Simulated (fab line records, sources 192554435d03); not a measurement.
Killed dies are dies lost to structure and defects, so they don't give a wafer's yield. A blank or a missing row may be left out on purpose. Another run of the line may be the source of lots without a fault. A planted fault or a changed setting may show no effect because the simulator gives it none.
Problem report in the 8D (eight disciplines) form, filled by code || flow n5Finfet || the parts of the form that need people (team, actions taken, sign-off) are left out

1. THE PROBLEM
At N5_PASSIVATION_PROBE_49, killedAtOther averages 1088 over 2 wafers from 2 lots, while fault-free wafers read 4, standard deviation 3.1. That is +99 or more standard deviations from the usual mean.
Earliest sighting: wafer L391.4 on prober-01 at day 17 08:03. The record has a number at this step for 12 wafers belonging to 4 lots. By rule, "out" or "out of limits" means more than 4 standard deviations away from the usual mean. Any other wafer with a number is counted as sound.

2. WHAT IT IS, WHAT IT ISN'T
{"question": "which readings at this step", "is": "killedAtOther, defectLimitedYield, killedDies, killedOnRim, sort_bin_5_function, sortNPass, sortYieldPct", "is not": "killed_at_M0_to_M3, killed_at_M4_up, killedAtContacts, killedAtFrontEnd, killedOpen, killedShort, sort_bin_6_memory"}
{"question": "which lots", "is": "L391, L392", "is not": "L382, L383"}
{"question": "which wafers of those lots", "is": "L391.4, L392.4", "is not": "L391.3, L391.5, L392.3, L392.5"}
{"question": "read on which tools", "is": "prober-01", "is not": "prober-02"}
{"question": "when", "is": "from day 17 08:03", "is not": "up to then (7 sound wafers); but 3 sound wafers of L391, L392 came after"}

3. SUSPECTS, AND WHAT RULES EACH OUT
Counting: if a tool at a process step up to the reading ran every lot that is out, it stays a suspect. Sound lots after the first of them don't rule it out here, since some wafers of a struck lot are sound.
- rieDiel-05 at N5_PASSIVATION_ETCH_54 (etches SiO2 in CHF3/O2, target depth 880 nm, time 440 s): kept. It processed each lot that is out (first: L391, day 17 05:07); up to then, its last sound lot is L382 (day 15 04:53).
- prober-01 at N5_PASSIVATION_PROBE_49: kept. It ran every lot that is out, first L391 (day 17 08:00). Out on those wafers are its own readings of defectLimitedYield, killedAtOther, killedDies, killedOnRim, sort_bin_5_function, sortNPass, sortYieldPct.
- Within rieDiel-05 at N5_PASSIVATION_ETCH_54: the wafers that are out ran in chamber 0; their sound lot-mates ran in chambers 1, 3.
Left after counting: rieDiel-05 at N5_PASSIVATION_ETCH_54, prober-01 at N5_PASSIVATION_PROBE_49.

4. THE CAUSE (what the simulator had put in)
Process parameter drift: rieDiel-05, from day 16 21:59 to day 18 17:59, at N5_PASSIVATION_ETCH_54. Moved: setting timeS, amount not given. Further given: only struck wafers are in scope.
This tool is one of the 2 suspects left after counting.

5. SEQUENCE OF EFFECTS, ordered by route
Each row: a reading where the mean over the struck wafers with a number is more than 3 standard deviations away from the usual. Readings are gone through only where the record gives a usual standard deviation; hours: the median, over the lots, of the time from a lot's start at the first step in this table giving one to that lot's start at this step; sigmas: the change measured in usual standard deviations.
{"hours": 0, "step": "N5_PASSIVATION_PROBE_49", "reading": "defectLimitedYield", "usual": "91.1 %", "on struck wafers": 0.0, "change": -91.1, "sigmas": -70}
{"hours": 0, "step": "N5_PASSIVATION_PROBE_49", "reading": "killedAtOther", "usual": 4, "on struck wafers": 1088, "change": "+1084", "sigmas": "+99 or more"}
{"hours": 0, "step": "N5_PASSIVATION_PROBE_49", "reading": "killedDies", "usual": 105, "on struck wafers": 1180, "change": "+1075", "sigmas": "+72"}
{"hours": 0, "step": "N5_PASSIVATION_PROBE_49", "reading": "killedOnRim", "usual": 14, "on struck wafers": 152, "change": "+138", "sigmas": "+33"}
{"hours": 0, "step": "N5_PASSIVATION_PROBE_49", "reading": "sort_bin_5_function", "usual": "5.3 %", "on struck wafers": 97.2, "change": "+91.9", "sigmas": "+99 or more"}
{"hours": 0, "step": "N5_PASSIVATION_PROBE_49", "reading": "sortNPass", "usual": 1075, "on struck wafers": 0, "change": -1075, "sigmas": -72}
{"hours": 0, "step": "N5_PASSIVATION_PROBE_49", "reading": "sortYieldPct", "usual": "91.1 %", "on struck wafers": 0.0, "change": -91.1, "sigmas": -70}
Here are the process steps it includes:
- N5_PASSIVATION_PROBE_49

6. WHAT WOULD HAVE CAUGHT IT SOONER
In this record the first reading out of limits was taken at day 17 08:03, 10 hours after the fault began at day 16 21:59.
No tool reading at N5_PASSIVATION_ETCH_54 that has a usual standard deviation in the record was out on any struck wafer, so an alarm limit of 4 standard deviations on those readings would not have fired.
L392, from the lots that are out (2), started N5_PASSIVATION_ETCH_54 on rieDiel-05 later than day 17 08:03. Putting the tool on hold at that point would have spared it.
